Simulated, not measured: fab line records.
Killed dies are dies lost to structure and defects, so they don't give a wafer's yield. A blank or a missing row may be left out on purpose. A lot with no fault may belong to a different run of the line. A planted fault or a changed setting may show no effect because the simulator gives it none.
The tool behind it: which one? / flow n5Finfet / 10 lots, 30 wafers sampled, at 5 steps of a route of 1938

== WHAT THE GAUGES READ, wafer by wafer ==
N5_BEOL_M4_RC_MEAS_101.
lot=L485; measured=day 7 18:44; on=prober-02; DIBL_N (mV/V)=37.2 35.0 35.2; DIBL_P (mV/V)=39.2 38.2 36.6; IOFF_N (nA/um)=0.199 0.160 0.161; IOFF_P (nA/um)=0.27 0.24 0.22; ION_N (uA/um)=681 672 684; ION_P (uA/um)=469 465 467; SS_N (mV/dec)=72.2 71.1 71.0; SS_P (mV/dec)=74.2 73.9 73.7; VT_N (mV)=247 248 248; VT_P (mV)=-244 -246 -247
lot=L486; measured=day 7 23:58; on=prober-01; DIBL_N (mV/V)=34.0 35.2 34.4; DIBL_P (mV/V)=32.5 34.1 34.2; IOFF_N (nA/um)=0.114 0.133 0.126; IOFF_P (nA/um)=0.16 0.18 0.18; ION_N (uA/um)=661 670 659; ION_P (uA/um)=457 464 452; SS_N (mV/dec)=70.3 70.6 71.3; SS_P (mV/dec)=72.7 73.5 73.0; VT_N (mV)=255 253 255; VT_P (mV)=-255 -251 -250
lot=L489; measured=day 8 23:14; on=prober-01; DIBL_N (mV/V)=35.8 36.4 36.6; DIBL_P (mV/V)=36.2 37.6 37.3; IOFF_N (nA/um)=0.162 0.186 0.188; IOFF_P (nA/um)=0.18 0.19 0.19; ION_N (uA/um)=676 688 673; ION_P (uA/um)=452 469 453; SS_N (mV/dec)=71.3 71.3 72.3; SS_P (mV/dec)=73.1 73.7 73.8; VT_N (mV)=253 246 251; VT_P (mV)=-258 -252 -253
lot=L490; measured=day 9 02:27; on=prober-02; DIBL_N (mV/V)=35.6 38.0 37.0; DIBL_P (mV/V)=36.1 39.5 37.8; IOFF_N (nA/um)=0.174 0.237 0.203; IOFF_P (nA/um)=0.24 0.32 0.27; ION_N (uA/um)=679 694 691; ION_P (uA/um)=472 484 481; SS_N (mV/dec)=71.7 72.4 71.8; SS_P (mV/dec)=73.4 73.6 73.5; VT_N (mV)=247 243 243; VT_P (mV)=-243 -242 -243
lot=L491; measured=day 9 08:35; on=prober-02; DIBL_N (mV/V)=35.7 35.7 35.1; DIBL_P (mV/V)=36.7 36.7 36.3; IOFF_N (nA/um)=0.162 0.163 0.152; IOFF_P (nA/um)=0.23 0.23 0.22; ION_N (uA/um)=680 678 678; ION_P (uA/um)=468 467 467; SS_N (mV/dec)=71.3 71.4 71.0; SS_P (mV/dec)=72.6 72.1 73.0; VT_N (mV)=247 247 249; VT_P (mV)=-247 -248 -247
lot=L500; measured=day 11 16:05; on=prober-01; DIBL_N (mV/V)=35.6 35.8 37.4; DIBL_P (mV/V)=34.7 35.1 37.0; IOFF_N (nA/um)=0.137 0.145 0.172; IOFF_P (nA/um)=0.17 0.18 0.21; ION_N (uA/um)=675 665 670; ION_P (uA/um)=451 456 454; SS_N (mV/dec)=71.7 71.5 71.8; SS_P (mV/dec)=73.1 73.2 73.4; VT_N (mV)=254 253 250; VT_P (mV)=-254 -256 -251
lot=L502; measured=day 12 15:07; on=prober-01; DIBL_N (mV/V)=34.7 33.4 35.4; DIBL_P (mV/V)=33.2 31.7 35.0; IOFF_N (nA/um)=0.143 0.122 0.164; IOFF_P (nA/um)=0.19 0.17 0.21; ION_N (uA/um)=674 666 676; ION_P (uA/um)=463 462 469; SS_N (mV/dec)=72.2 71.8 72.1; SS_P (mV/dec)=73.0 73.3 73.5; VT_N (mV)=252 254 252; VT_P (mV)=-249 -251 -249
lot=L503; measured=day 12 16:40; on=prober-02; DIBL_N (mV/V)=39.0 38.2 37.7; DIBL_P (mV/V)=38.9 37.8 37.7; IOFF_N (nA/um)=0.201 0.196 0.175; IOFF_P (nA/um)=0.28 0.27 0.26; ION_N (uA/um)=685 691 677; ION_P (uA/um)=474 479 472; SS_N (mV/dec)=71.8 72.4 71.4; SS_P (mV/dec)=74.3 74.4 74.6; VT_N (mV)=246 248 248; VT_P (mV)=-246 -244 -244
lot=L505; measured=day 12 17:35; on=prober-02; DIBL_N (mV/V)=33.4 33.5 36.0; DIBL_P (mV/V)=34.1 33.9 36.6; IOFF_N (nA/um)=0.116 0.108 0.151; IOFF_P (nA/um)=0.15 0.15 0.18; ION_N (uA/um)=656 649 663; ION_P (uA/um)=451 445 452; SS_N (mV/dec)=71.0 70.8 71.3; SS_P (mV/dec)=72.4 72.5 73.1; VT_N (mV)=256 258 251; VT_P (mV)=-258 -256 -257
lot=L507; measured=day 13 20:10; on=prober-01; DIBL_N (mV/V)=34.3 36.4 35.3; DIBL_P (mV/V)=34.6 36.6 35.2; IOFF_N (nA/um)=0.123 0.150 0.124; IOFF_P (nA/um)=0.18 0.20 0.17; ION_N (uA/um)=663 673 667; ION_P (uA/um)=458 464 456; SS_N (mV/dec)=71.2 71.5 71.2; SS_P (mV/dec)=72.0 73.5 72.7; VT_N (mV)=253 250 253; VT_P (mV)=-252 -250 -251

== WHICH TOOL RAN EACH LOT (tool, then ch and the chambers of the sampled wafers, then the start) ==
lot=L485; N5_BEOL_M3_SURFACE_TREAT_85=pvdSputter-03, day 7 04:38; N5_BEOL_M3_ANNEAL_80=pvdSputter-01, day 7 05:09; N5_BEOL_M3_ANNEAL_82=pvdSputter-01, day 7 05:22; N5_BEOL_M3_ANNEAL_87=pvdSputter-01, day 7 05:35
lot=L486; N5_BEOL_M3_SURFACE_TREAT_85=pvdSputter-02, day 7 07:44; N5_BEOL_M3_ANNEAL_80=pvdSputter-03, day 7 08:16; N5_BEOL_M3_ANNEAL_82=pvdSputter-03, day 7 08:29; N5_BEOL_M3_ANNEAL_87=pvdSputter-03, day 7 08:43
lot=L489; N5_BEOL_M3_SURFACE_TREAT_85=pvdSputter-01, day 8 08:41; N5_BEOL_M3_ANNEAL_80=pvdSputter-01, day 8 09:12; N5_BEOL_M3_ANNEAL_82=pvdSputter-01, day 8 09:25; N5_BEOL_M3_ANNEAL_87=pvdSputter-01, day 8 09:38
lot=L490; N5_BEOL_M3_SURFACE_TREAT_85=pvdSputter-01, day 8 08:49; N5_BEOL_M3_ANNEAL_80=pvdSputter-03, day 8 09:26; N5_BEOL_M3_ANNEAL_82=pvdSputter-03, day 8 09:39; N5_BEOL_M3_ANNEAL_87=pvdSputter-03, day 8 09:52
lot=L491; N5_BEOL_M3_SURFACE_TREAT_85=pvdSputter-03, day 8 15:08; N5_BEOL_M3_ANNEAL_80=pvdSputter-03, day 8 15:40; N5_BEOL_M3_ANNEAL_82=pvdSputter-03, day 8 15:53; N5_BEOL_M3_ANNEAL_87=pvdSputter-03, day 8 16:07
lot=L500; N5_BEOL_M3_SURFACE_TREAT_85=pvdSputter-02, day 10 21:05; N5_BEOL_M3_ANNEAL_80=pvdSputter-03, day 10 21:58; N5_BEOL_M3_ANNEAL_82=pvdSputter-03, day 10 22:13; N5_BEOL_M3_ANNEAL_87=pvdSputter-03, day 10 22:28
lot=L502; N5_BEOL_M3_SURFACE_TREAT_85=pvdSputter-02, day 11 23:36; N5_BEOL_M3_ANNEAL_80=pvdSputter-03, day 12 00:11; N5_BEOL_M3_ANNEAL_82=pvdSputter-03, day 12 00:24; N5_BEOL_M3_ANNEAL_87=pvdSputter-03, day 12 00:37
lot=L503; N5_BEOL_M3_SURFACE_TREAT_85=pvdSputter-03, day 12 01:43; N5_BEOL_M3_ANNEAL_80=pvdSputter-03, day 12 02:18; N5_BEOL_M3_ANNEAL_82=pvdSputter-03, day 12 02:31; N5_BEOL_M3_ANNEAL_87=pvdSputter-03, day 12 02:44
lot=L505; N5_BEOL_M3_SURFACE_TREAT_85=pvdSputter-02, day 12 02:35; N5_BEOL_M3_ANNEAL_80=pvdSputter-02, day 12 03:07; N5_BEOL_M3_ANNEAL_82=pvdSputter-02, day 12 03:20; N5_BEOL_M3_ANNEAL_87=pvdSputter-02, day 12 03:33
lot=L507; N5_BEOL_M3_SURFACE_TREAT_85=pvdSputter-03, day 12 21:44; N5_BEOL_M3_ANNEAL_80=pvdSputter-02, day 13 00:05; N5_BEOL_M3_ANNEAL_82=pvdSputter-02, day 13 00:18; N5_BEOL_M3_ANNEAL_87=pvdSputter-02, day 13 00:31
- N5_BEOL_M3_SURFACE_TREAT_85
- N5_BEOL_M3_ANNEAL_80: time 240 s.
- N5_BEOL_M3_ANNEAL_82: time 240 s.
- N5_BEOL_M3_ANNEAL_87: time 240 s.

== WHAT THE TOOLS THEMSELVES READ (means of the sampled wafers that have a number; where no wafer has one, the mark that the record gives instead) ==
N5_BEOL_M3_ANNEAL_80.
lot=L485; tool=pvdSputter-01; heaterPowerW (W)=853; susceptorTempC (C)=400.06
lot=L486; tool=pvdSputter-03; heaterPowerW (W)=790; susceptorTempC (C)=400.12
lot=L489; tool=pvdSputter-01; heaterPowerW (W)=852; susceptorTempC (C)=399.96
lot=L490; tool=pvdSputter-03; heaterPowerW (W)=787; susceptorTempC (C)=400.16
lot=L491; tool=pvdSputter-03; heaterPowerW (W)=794; susceptorTempC (C)=399.72
lot=L500; tool=pvdSputter-03; heaterPowerW (W)=795; susceptorTempC (C)=400.12
lot=L502; tool=pvdSputter-03; heaterPowerW (W)=787; susceptorTempC (C)=400.15
lot=L503; tool=pvdSputter-03; heaterPowerW (W)=825; susceptorTempC (C)=400.29
lot=L505; tool=pvdSputter-02; heaterPowerW (W)=974; susceptorTempC (C)=399.78
lot=L507; tool=pvdSputter-02; heaterPowerW (W)=889; susceptorTempC (C)=400.01

N5_BEOL_M3_ANNEAL_82.
lot=L485; tool=pvdSputter-01; heaterPowerW (W)=854; susceptorTempC (C)=399.96
lot=L486; tool=pvdSputter-03; heaterPowerW (W)=789; susceptorTempC (C)=400.12
lot=L489; tool=pvdSputter-01; heaterPowerW (W)=841; susceptorTempC (C)=399.84
lot=L490; tool=pvdSputter-03; heaterPowerW (W)=791; susceptorTempC (C)=400.06
lot=L491; tool=pvdSputter-03; heaterPowerW (W)=796; susceptorTempC (C)=400.07
lot=L500; tool=pvdSputter-03; heaterPowerW (W)=779; susceptorTempC (C)=399.91
lot=L502; tool=pvdSputter-03; heaterPowerW (W)=788; susceptorTempC (C)=400.24
lot=L503; tool=pvdSputter-03; heaterPowerW (W)=827; susceptorTempC (C)=399.90
lot=L505; tool=pvdSputter-02; heaterPowerW (W)=962; susceptorTempC (C)=399.83
lot=L507; tool=pvdSputter-02; heaterPowerW (W)=908; susceptorTempC (C)=400.18

N5_BEOL_M3_ANNEAL_87.
lot=L485; tool=pvdSputter-01; heaterPowerW (W)=849; susceptorTempC (C)=400.00
lot=L486; tool=pvdSputter-03; heaterPowerW (W)=802; susceptorTempC (C)=399.91
lot=L489; tool=pvdSputter-01; heaterPowerW (W)=839; susceptorTempC (C)=400.36
lot=L490; tool=pvdSputter-03; heaterPowerW (W)=-; susceptorTempC (C)=-
lot=L491; tool=pvdSputter-03; heaterPowerW (W)=-; susceptorTempC (C)=-
lot=L500; tool=pvdSputter-03; heaterPowerW (W)=778; susceptorTempC (C)=399.89
lot=L502; tool=pvdSputter-03; heaterPowerW (W)=778; susceptorTempC (C)=400.12
lot=L503; tool=pvdSputter-03; heaterPowerW (W)=825; susceptorTempC (C)=400.08
lot=L505; tool=pvdSputter-02; heaterPowerW (W)=979; susceptorTempC (C)=400.10
lot=L507; tool=pvdSputter-02; heaterPowerW (W)=905; susceptorTempC (C)=399.99

== THE ANSWER, worked out from the rows above alone ==
Rule: the lots themselves supply what counts as usual. The widest of any qualifying gaps counts: lots, ordered by their means at a reading, are off when they make up no more than a third of the lots, leave a main group of 4 or more, and stand apart from it by 3 or more times the standard deviation of that group's means. If all means in a main group match to the digits the tables above print for the reading, that group is not used. A lot without any number at a reading at which 4 lots or more have one is off too. All remaining lots with rows at the step are treated as sound. The gauges are gone through in route order, then the tools' own readings, and for those a lot's mean is taken as printed above. At the first step where some lot is off, the reading lying furthest off is the one used; lots without a number count as furthest.
Off: L490, L491, at N5_BEOL_M3_ANNEAL_87 (heaterPowerW). Without a number there: L490, L491. Main group: mean 844 W, sd 64.
If a tool, at that step or one of the process steps before it, ran each lot that is off and ran no sound lot following the first of them, it fits. Of those tried, none fits.

== WHAT THE SIMULATOR HAD PUT IN ==
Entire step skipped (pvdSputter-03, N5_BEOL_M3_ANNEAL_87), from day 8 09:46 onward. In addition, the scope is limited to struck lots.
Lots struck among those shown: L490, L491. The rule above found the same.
